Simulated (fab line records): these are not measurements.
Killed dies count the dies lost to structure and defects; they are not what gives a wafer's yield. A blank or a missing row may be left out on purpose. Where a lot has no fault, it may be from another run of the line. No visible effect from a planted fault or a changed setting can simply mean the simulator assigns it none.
3 desks, one fault / flow n5_finfet / each desk has only its own numbers; what lay behind them comes last

== THE DEFECT DESK ==
Per lot, the means of the sampled wafers with a number show what the inspections along the route counted. A lot is out of limits, marked OUT, if its mean lies more than 4 standard deviations from the usual mean; the brackets give that distance.
Columns: A = raw_defect_count at N5_BEOL_M10_INSPECT_13, usual 399
lot=L261; first seen here=day 9 21:09; A=460
lot=L263; first seen here=day 10 16:32; A=322
lot=L267; first seen here=day 11 18:34; A=328
lot=L270; first seen here=day 12 03:08; A=484
lot=L271; first seen here=day 12 12:39; A=432
lot=L281; first seen here=day 14 17:49; A=500
lot=L284; first seen here=day 15 20:31; A=471
This desk's finding: nothing out of limits on any of the 7 lots.

== AT THE TOOL OWNER'S DESK: rie_diel-05 ==
The tool's own readings at N5_BEOL_M10_ETCH_62 (etches SOC in N2/H2, target depth 110 nm, overetch 22 nm, time 165 s): means of the sampled wafers that have a number, for each lot that ran on this tool. A lot is out of limits, marked OUT, if its mean lies more than 4 standard deviations from the usual mean; the brackets give that distance.
Columns: A = drypump_motor_current_A at N5_BEOL_M10_ETCH_62, usual 6.0 A; B = oes_product_au at N5_BEOL_M10_ETCH_62, usual 0.69 a.u.; C = rf_vpp_V at N5_BEOL_M10_ETCH_62, usual 523.6 V; D = showerhead_plenum_p_Torr at N5_BEOL_M10_ETCH_62, usual 2.53 Torr; E = throttle_valve_pct at N5_BEOL_M10_ETCH_62, usual 17.83 %
lot=L263; first seen here=day 10 17:09; A=6.2; B=0.62; C=524.2; D=2.57; E=18.08
lot=L267; first seen here=day 11 18:40; A=6.2; B=0.64; C=524.5; D=2.54; E=18.01
lot=L270; first seen here=day 12 03:40; A=6.2; B=0.67; C=524.8; D=2.55; E=18.07
lot=L271; first seen here=day 12 12:56; A=6.2; B=0.69; C=521.7; D=2.47; E=17.72
This desk's finding: nothing out of limits on any of the 4 lots.

== FROM THE METROLOGY DESK ==
What the gauges read for every lot (on any tool): the sampled wafers with a number, averaged. A lot is out of limits, marked OUT, if its mean lies more than 4 standard deviations from the usual mean; the brackets give that distance.
Columns: A = cd_nm at N5_BEOL_M10_CD_MEAS_11, usual 64.2 nm; B = M10_OVL at N5_BEOL_M10_OVL_MEAS_12, usual 0.5 nm
lot=L261; first seen here=day 9 21:06; A=64.3; B=0.1
lot=L263; first seen here=day 10 16:28; A=63.9; B=1.2
lot=L267; first seen here=day 11 18:30; A=64.2; B=0.1
lot=L270; first seen here=day 12 03:05; A=63.9; B=-0.1
lot=L271; first seen here=day 12 12:35; A=64.1; B=0.2
lot=L281; first seen here=day 14 17:45; A=64.6; B=0.5
lot=L284; first seen here=day 15 20:28; A=64.1; B=-0.8
This desk's finding: nothing out of limits on any of the 7 lots.

== TAKEN TOGETHER ==
The defect desk saw nothing out of limits.
The tool owner's desk saw nothing out of limits.
At the metrology desk, nothing out of limits was observed.

== WHAT WAS PUT IN BY THE SIMULATOR ==
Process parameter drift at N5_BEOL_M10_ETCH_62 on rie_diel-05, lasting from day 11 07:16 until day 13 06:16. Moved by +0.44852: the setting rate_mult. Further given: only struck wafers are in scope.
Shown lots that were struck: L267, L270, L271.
